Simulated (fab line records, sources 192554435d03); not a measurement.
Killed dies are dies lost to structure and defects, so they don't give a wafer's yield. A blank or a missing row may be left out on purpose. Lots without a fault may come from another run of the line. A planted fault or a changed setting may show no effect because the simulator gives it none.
fab line records | flow n5_finfet
record lots=6 wafers=18 last_day=17
route steps=1938 shown BEOL_M5@1165 PASSIVATION@1936
lots that met no fault: from a run of the same line without faults
start_h: hours from the record's first day to the start of the lot's first wafer shown | wait_h: hours since the lot's step before | " the same as in the row above | L1.1+2: a row that stands for several wafers | - no value, or no start given | * or withheld: withheld | < > ~ a bound
route shown NAME@n: a module of which the file shows steps, and the number in the route of the first | usual: mean/standard deviation of fault-free wafers | same: alike in all rows | chamber/n: place in a boat | sites: the reading at each site | _std_site: their standard deviation | _edge_site: outer sites' mean less inner sites' | radius_mm: how far each site lies from the wafer's centre | mask NAME#n: copy n | behind: the tool/chamber that last shaped the wafer | hold: why the lot was held/for how many hours/how that ended | device: the transistor (n, p or np) that didn't switch | end of line: the same wafers' tests at the end of the route | a step without rows: its recipe alone | killed: dies lost to structure and defects at the first sort, not the wafer's yield | map: a wafer's dies, x killed, . not, _ none there
set.NAME: the setting as run; set.NAME@STEP: as run at that earlier step | model.NAME: the simulator's own value behind a step, which no gauge read
lots at some steps of the route; a table a step, a row a wafer
services: from which hour (start_h, from the record's first day; less than 0 if before it) a tool's chamber was out of use, for how many hours, and why
## steps
# step N5_BEOL_M5_SRD_40
# recipe time_s=30 temp_c=23 rinse_liquid=diw dry=ipa_marangoni
# step N5_BEOL_M5_PRECLEAN_42
# recipe chemistry=residue_remover time_s=60 temp_c=40
# step N5_BEOL_M5_SRD_43
# recipe time_s=30 temp_c=23 rinse_liquid=diw dry=ipa_marangoni
# step N5_BEOL_M5_CD_MEAS_35
# recipe target_cd_nm=28 target_cd_y_nm=24 polarity=opening
# usual cd_nm=28.2/0.36
# columns lot.wafer tool chamber start_h wait_h cd_nm
L903.2 cd_sem-01 - 196.28 0.0 28.2
L903.4 " - " " 27.7
L903.6 " - " " 28.0
L904.2 cd_sem-03 - 202.63 0.0 27.5
L904.3 " - " " 27.6
L904.4 " - " " 27.8
L907.2 cd_sem-03 - 214.20 0.0 28.1
L907.4 " - " " 28.7
L907.6 " - " " 27.6
L913.1 cd_sem-03 - 257.15 0.0 28.8
L913.4 " - " " 28.6
L913.6 " - " " 28.1
L921.3 cd_sem-03 - 308.79 0.0 28.9
L921.5 " - " " 28.8
L921.6 " - " " 28.4
L923.3 cd_sem-02 - 313.07 0.0 28.6
L923.4 " - " " 28.8
L923.5 " - " " 28.0
# step N5_BEOL_M5_CURE_80
# recipe temp_c=370 time_s=120 ambient=DMADMS/He material=SiCOH_lowk
# usual lamp_power_pct=52.31/0.057 wafer_temp_C_max=371.7/0.55
# columns lot.wafer tool chamber start_h wait_h lamp_power_pct wafer_temp_C_max
L903.2 uv_cure-01 2 196.61 0.3 52.35 371.9
L903.4 " 2 " " 52.34 372.2
L903.6 " 2 " " 52.39 372.4
L904.2 uv_cure-01 1 202.72 0.1 52.36 372.9
L904.3 " 1 " " 52.28 372.8
L904.4 " 1 " " 52.31 372.3
L907.2 uv_cure-01 0 214.54 0.3 52.31 371.4
L907.4 " 0 " " 52.28 371.0
L907.6 " 0 " " 52.30 371.0
L913.1 uv_cure-02 0 257.24 0.1 52.37 371.9
L913.4 " 0 " " 52.36 371.4
L913.6 " 0 " " 52.28 371.8
L921.3 uv_cure-01 2 309.09 0.3 52.24 372.7
L921.5 " 2 " " 52.31 371.8
L921.6 " 2 " " 52.40 372.0
L923.3 uv_cure-03 1 313.21 0.1 52.24 371.4
L923.4 " 1 " " 52.36 371.7
L923.5 " 1 " " 52.29 371.5
# step N5_BEOL_M5_DEGAS_44
# recipe ambient=vacuum temp_c=250 time_s=60
# step N5_BEOL_M5_PRE_CLEAN_45
# recipe gas=H2/He time_s=30 temp_c=250
# step N5_BEOL_M5_ALD_86
# recipe material=TaN target_thk_a=* temp_c=275 ald_precursor_family=PDMAT ald_co_reactant=NH3 pressure_torr=3 carrier_flow_sccm=1500 pulse_time_s=2 purge_time_s=3 co_reactant_purge_time_s=2 co_reactant_pulse_time_s=3 ald_cycles=30 precursor_vessel_temp_c=75 precursor_vessel_pressure_torr=26.25 precursor_vessel_carrier_sccm=1000
# usual chamber_pressure_Torr=3.000/0.0064 heater_power_w=430/40
# columns lot.wafer tool chamber start_h wait_h chamber_pressure_Torr heater_power_w
L903.2 ald_metal-02 3 197.29 0.1 3.003 484
L903.4 " 2 " " 3.007 468
L903.6 " 2 " " 2.998 472
L904.2 ald_metal-04 2 204.99 0.3 3.009 423
L904.3 " 1 " " 2.998 383
L904.4 " 0 " " 2.990 478
L907.2 ald_metal-02 2 214.96 0.1 3.006 468
L907.4 " 1 " " 2.995 411
L907.6 " 0 " " 3.001 428
L913.1 ald_metal-04 2 259.52 0.3 3.005 422
L913.4 " 3 " " 3.012 445
L913.6 " 3 " " 2.994 465
L921.3 ald_metal-04 3 309.50 0.0 3.000 451
L921.5 " 0 " " 2.993 475
L921.6 " 1 " " 2.998 386
L923.3 ald_metal-02 2 313.92 0.3 3.002 472
L923.4 " 1 " " 3.000 412
L923.5 " 0 " " 2.999 415
# step N5_BEOL_M5_SURFACE_TREAT_87
# recipe gas=Ar time_s=* ion_energy_ev=* ion_current_ma_cm2=0.5 pressure_mtorr=* ar_flow_sccm=30
# usual throttle_valve_pct=*
# columns lot.wafer tool chamber start_h wait_h throttle_valve_pct
L903.2 pvd_sputter-01 - 197.61 0.2 *
L903.4 " - " " *
L903.6 " - " " *
L904.2 pvd_sputter-02 - 205.28 0.2 *
L904.3 " - " " *
L904.4 " - " " *
L907.2 pvd_sputter-03 - 215.35 0.3 *
L907.4 " - " " *
L907.6 " - " " *
L913.1 pvd_sputter-01 - 260.05 0.4 *
L913.4 " - " " *
L913.6 " - " " *
L921.3 pvd_sputter-02 - 309.87 0.3 *
L921.5 " - " " *
L921.6 " - " " *
L923.3 pvd_sputter-03 - 314.15 0.1 *
L923.4 " - " " *
L923.5 " - " " *
# step N5_BEOL_M5_CVD_47
# recipe material=Co target_thk_a=30 temp_c=withheld precursor=CCTBA/H2 pressure_torr=30 time_s=216
# step N5_BEOL_M5_SPUTTER_48
# recipe material=Cu target_thk_a=150 temp_c=-20 chamber_pressure_pa=0.07 power_w=withheld time_s=27.62
# usual chamber_pressure_pa=0.07/0.00014 chuck_gas_flow_sccm=1.25/0.048 chuck_sensor_temp_C=-16.0/0.32 throttle_valve_pct=30.2/1.2
# columns lot.wafer tool chamber start_h wait_h chamber_pressure_pa chuck_gas_flow_sccm chuck_sensor_temp_C throttle_valve_pct
L903.2 pvd_sputter-01 - 198.15 0.1 0.06993 1.23 -16.2 29.2
L903.4 " - " " 0.06999 1.22 -15.6 31.6
L903.6 " - " " 0.06989 1.31 -16.2 29.0
L904.2 pvd_sputter-02 - 205.82 0.2 0.07005 1.26 -16.6 30.8
L904.3 " - " " 0.07014 1.22 -16.0 31.0
L904.4 " - " " 0.06991 1.27 -15.7 31.0
L907.2 pvd_sputter-01 - 215.94 0.1 0.06984 1.26 -16.2 30.8
L907.4 " - " " 0.07006 1.23 -16.1 28.9
L907.6 " - " " 0.06991 1.20 -15.9 29.0
L913.1 pvd_sputter-01 - 260.69 0.2 0.07027 1.22 -16.1 29.2
L913.4 " - " " 0.06989 1.28 -16.1 30.2
L913.6 " - " " 0.06985 1.26 -15.6 31.6
L921.3 pvd_sputter-01 - 310.11 0.1 0.06991 1.36 -15.9 31.8
L921.5 " - " " 0.06987 1.28 -16.1 28.9
L921.6 " - " " 0.06995 1.24 -15.6 31.8
L923.3 pvd_sputter-03 - 314.39 0.1 0.07023 1.21 -15.3 28.6
L923.4 " - " " 0.07008 1.20 -16.1 28.5
L923.5 " - " " 0.07009 1.23 -15.5 28.7
# step N5_BEOL_M5_ANNEAL_49
# recipe temp_c=400 time_s=1800 ambient=vacuum
# usual heater_power_w=845/72
# columns lot.wafer tool chamber start_h wait_h heater_power_w
L903.2 pvd_sputter-01 - 198.23 0.0 955
L903.4 " - " " 773
L903.6 " - " " 935
L904.2 pvd_sputter-02 - 205.90 0.0 841
L904.3 " - " " 866
L904.4 " - " " 868
L907.2 pvd_sputter-01 - 216.02 0.0 720
L907.4 " - " " 953
L907.6 " - " " 949
L913.1 pvd_sputter-01 - 260.77 0.0 927
L913.4 " - " " 735
L913.6 " - " " 788
L921.3 pvd_sputter-01 - 310.19 0.0 797
L921.5 " - " " 931
L921.6 " - " " 788
L923.3 pvd_sputter-03 - 314.47 0.0 813
L923.4 " - " " 879
L923.5 " - " " 778
# step N5_BEOL_M5_SPUTTER_81
# recipe material=Cu target_thk_a=150 temp_c=-20 chamber_pressure_pa=0.07 power_w=withheld time_s=27.62
# usual chamber_pressure_pa=0.07002/0.00015 chuck_gas_flow_sccm=1.25/0.047 chuck_sensor_temp_C=-16.0/0.3 throttle_valve_pct=30.2/1.2
# columns lot.wafer tool chamber start_h wait_h chamber_pressure_pa chuck_gas_flow_sccm chuck_sensor_temp_C throttle_valve_pct
L903.2 pvd_sputter-01 - 199.24 0.5 - - - -
L903.4 " - " " - - - -
L903.6 " - " " - - - -
L904.2 pvd_sputter-02 - 206.90 0.5 - - - -
L904.3 " - " " - - - -
L904.4 " - " " - - - -
L907.2 pvd_sputter-01 - 217.03 0.5 0.06986 1.22 -16.1 30.3
L907.4 " - " " 0.06996 1.21 -16.0 28.8
L907.6 " - " " 0.06968 1.22 -16.1 28.9
L913.1 pvd_sputter-01 - 261.77 0.5 0.06985 1.30 -15.9 29.2
L913.4 " - " " 0.07015 1.14 -16.1 30.5
L913.6 " - " " 0.06994 1.24 -15.6 31.8
L921.3 pvd_sputter-01 - 311.20 0.5 0.07015 1.24 -15.6 31.3
L921.5 " - " " 0.06999 1.21 -16.1 28.9
L921.6 " - " " 0.07006 1.26 -15.6 31.8
L923.3 pvd_sputter-03 - 315.48 0.5 0.07014 1.27 -15.5 28.8
L923.4 " - " " 0.06999 1.21 -16.3 28.2
L923.5 " - " " 0.07017 1.25 -15.6 28.7
# step N5_BEOL_M5_ANNEAL_82
# recipe temp_c=400 time_s=1800 ambient=vacuum
# step N5_PASSIVATION_PROBE_49
# usual defect_limited_yield=91.3/1.5 killed_at_M0_to_M3=33/12 killed_at_M4_up=13/5.2 killed_at_contacts=13/6.7 killed_at_front_end=40/11 killed_at_other=4.1/2.7 killed_dies=103/17 killed_open=69/13 killed_short=33/8.4 sort_bin_5_function=5.1/1 sort_bin_6_memory=3.2/0.62 sort_n_pass=1077/17 sort_yield_pct=91.3/1.5
# same gross_dies=1180 killed_at_back_side=0 sort_bin_4_leakage[%]=0 sort_bin_8_speed[%]=0
# columns lot.wafer tool chamber start_h wait_h defect_limited_yield[%] killed_at_M0_to_M3 killed_at_M4_up killed_at_contacts killed_at_front_end killed_at_other killed_dies killed_open killed_short sort_bin_5_function[%] sort_bin_6_memory[%] sort_n_pass sort_yield_pct[%]
L904.2 prober-01 - 299.46 0.1 88.8 49 44 5 27 7 132 78 23 6.7 4.4 1048 88.8
L904.3 prober-01 - 299.51 0.1 88.3 43 37 9 39 10 138 81 42 6.7 4.4 1042 88.3
L904.4 prober-01 - 299.56 0.2 91.4 22 44 4 25 6 101 56 27 5.0 3.2 1079 91.4
L903.2 prober-02 - 303.85 0.1 90.9 35 36 8 24 4 107 64 21 5.4 3.2 1073 90.9
L903.4 prober-02 - 303.95 0.2 93.0 24 24 13 19 3 83 44 25 4.5 2.5 1097 93.0
L903.6 prober-02 - 304.05 0.3 88.7 39 33 15 41 5 133 72 41 5.9 4.9 1047 88.7
# killed by level:class
L904.2 BEOL_M5:interface_void_opened=29 BEOL_M0_SAQP:geometric_particle:open=11 STI_FIN_REVEAL:geometric_particle:open=10 BEOL_M0_SAQP:geometric_particle:short=10 BEOL_M1:geometric_particle:open=9 BEOL_M2:geometric_particle:open=8 FIN_SAQP:geometric_particle:open=6 BEOL_M4:geometric_particle:open=6
L904.3 STI_FIN_REVEAL:geometric_particle:open=13 BEOL_M5:interface_void_opened=13 BEOL_M4:geometric_particle:open=8 BEOL_M0_SAQP:geometric_particle:open=8 BEOL_M0_SAQP:geometric_particle:short=8 MOL_CONTACT_COAG:geometric_particle:open=7 BEOL_M3:geometric_particle:open=7 STARTING-WAFER:geometric_particle:short=6
L904.4 BEOL_M5:interface_void_opened=17 BEOL_M4:geometric_particle:open=15 BEOL_M3:geometric_particle:open=7 BEOL_M0_SAQP:geometric_particle:short=6 STARTING-WAFER:geometric_particle:short=6 GATE_CUT:geometric_particle:short=4 BEOL_M6:geometric_particle:open=4 STI_FIN_REVEAL:geometric_particle:open=3
L903.2 BEOL_M5:interface_void_opened=20 BEOL_M4:geometric_particle:open=10 BEOL_M0_SAQP:geometric_particle:open=9 BEOL_M2:geometric_particle:open=8 MOL_CONTACT_COAG:geometric_particle:open=7 BEOL_M1:geometric_particle:open=6 FIN_SAQP:geometric_particle:open=5 BEOL_M0_SAQP:geometric_particle:short=5
L903.4 BEOL_M5:interface_void_opened=14 MOL_CONTACT_COAG:geometric_particle:open=12 BEOL_M0_SAQP:geometric_particle:open=6 BEOL_M0_SAQP:geometric_particle:short=6 BEOL_M4:geometric_particle:open=6 FIN_SAQP:geometric_particle:open=4 BEOL_M2:geometric_particle:open=4 FIN_SAQP:geometric_particle:short=3
L903.6 BEOL_M5:interface_void_opened=20 FIN_SAQP:geometric_particle:short=11 MOL_CONTACT_COAG:geometric_particle:open=11 BEOL_M1:geometric_particle:open=9 STI_FIN_REVEAL:geometric_particle:open=8 BEOL_M0_SAQP:geometric_particle:short=8 FIN_SAQP:geometric_particle:open=6 BEOL_M0_SAQP:geometric_particle:open=6
# map L903.6 (x killed, . not)
_________________.....x......________________
______________.......xxx........_____________
___________.x...................x..__________
__________........................x._________
________...x......xxx.xx.x...........x_______
_______...x......................x..x..______
______...x................x.......x..x.._____
_____.....x..............................____
____...x..x...............x..............x___
___...x............................x.xx....__
___.x..xx.........x..x.....x....x...x....x.__
__.....x....x....x....x..........xx.....x..._
__x.......................x..x........x....._
_.x............x................x............
_..x....x....x...................x...........
_....x.x.............x...........x...........
_..........x.................................
_.....x..x...........x.x....x.....x..........
_....x............x.x................x.......
_..........xx.x..............x......x..x.x...
_.x.....................x.........x.x......x.
__.x.....x.x..................x...........x._
__.........x..........x...............x....._
___.................x.......x..............__
___.x.x........x...x............x........x.__
____.x.x.........................xx...x...___
_____...x....x.....x.................x...____
______x.......xx...x..x..xx.x..........._____
_______.....x........x..............x..______
________xx.......x....xx......x......._______
__________x...x.......x............._________
___________........................__________
______________............x..x.._____________
_________________.x..........________________
# map L904.3 (x killed, . not)
_________________.....x......________________
______________.......x.....x..x._____________
___________............x.......xx..__________
__________.xx................xx....._________
________.........x.............x......_______
_______..........x.....................______
______........x.........x.x............._____
_____...................x.x.......x......____
____....x..x....x.........x.....x.......x.___
___.x...x...x.....xx.......x....x..........__
___x.........x........x................x..x__
__......x..x......................x........._
__......x.........x............x............_
_......x............x..x..x..xx......x.......
_...........x...x............................
_.........x......x.......x..x..........x.....
_...............x............x...............
_..x......xx........x....xx..x.x...x....xx...
_...x....x.......x.x.........x..xx......x....
_x......x............x........xx...........x.
_.....................x...........x.......x..
__....................x.x.........x......xx._
__..x..............x........xx.x........x..._
___...xx.x.........x..x....x.....x.........__
___.....................x..x.........xxx...__
____..x...x.....x....x.....x......x.......___
_____............................x.......____
______.............x......x............._____
_______.......x.....x.......x..........______
________........x....x................_______
__________..........x.....x........._________
___________.x...x...x.x....xx..x...__________
______________....x...x.....x..._____________
_________________x...........________________
## services
# columns tool chamber start_h hours kind
uv_cure-02 - 178.60 20.2 repair
ald_metal-02 3 178.85 12.1 repair
uv_cure-03 - 185.94 1.0 pm
ald_metal-04 - 192.07 2.8 pm
ald_metal-02 3 209.07 23.7 repair
uv_cure-03 - 219.58 1.7 repair
uv_cure-02 - 220.53 7.5 pm
ald_metal-02 2 228.14 6.6 repair
uv_cure-01 - 230.22 6.0 pm
uv_cure-02 - 264.74 2.1 pm
ald_metal-04 3 271.36 25.0 repair
pvd_sputter-03 - 279.46 4.2 repair
uv_cure-02 - 303.70 6.0 pm
## key
first_sign step=N5_BEOL_M5_SPUTTER_81 reading=tool_record direction=missing
effect step=N5_PASSIVATION_PROBE_49 reading=killed_at_M4_up direction=up sigmas=4.4 usual=13 struck=36
met_at N5_BEOL_M5_SPUTTER_81
struck_wafers L903.2,L903.4,L903.6,L904.2,L904.3,L904.4
fault kind=skipped_step_whole tool=pvd_sputter-01,pvd_sputter-02 chamber=- onset_h=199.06 steps=N5_BEOL_M5_SPUTTER_81 scope=struck_lots_only
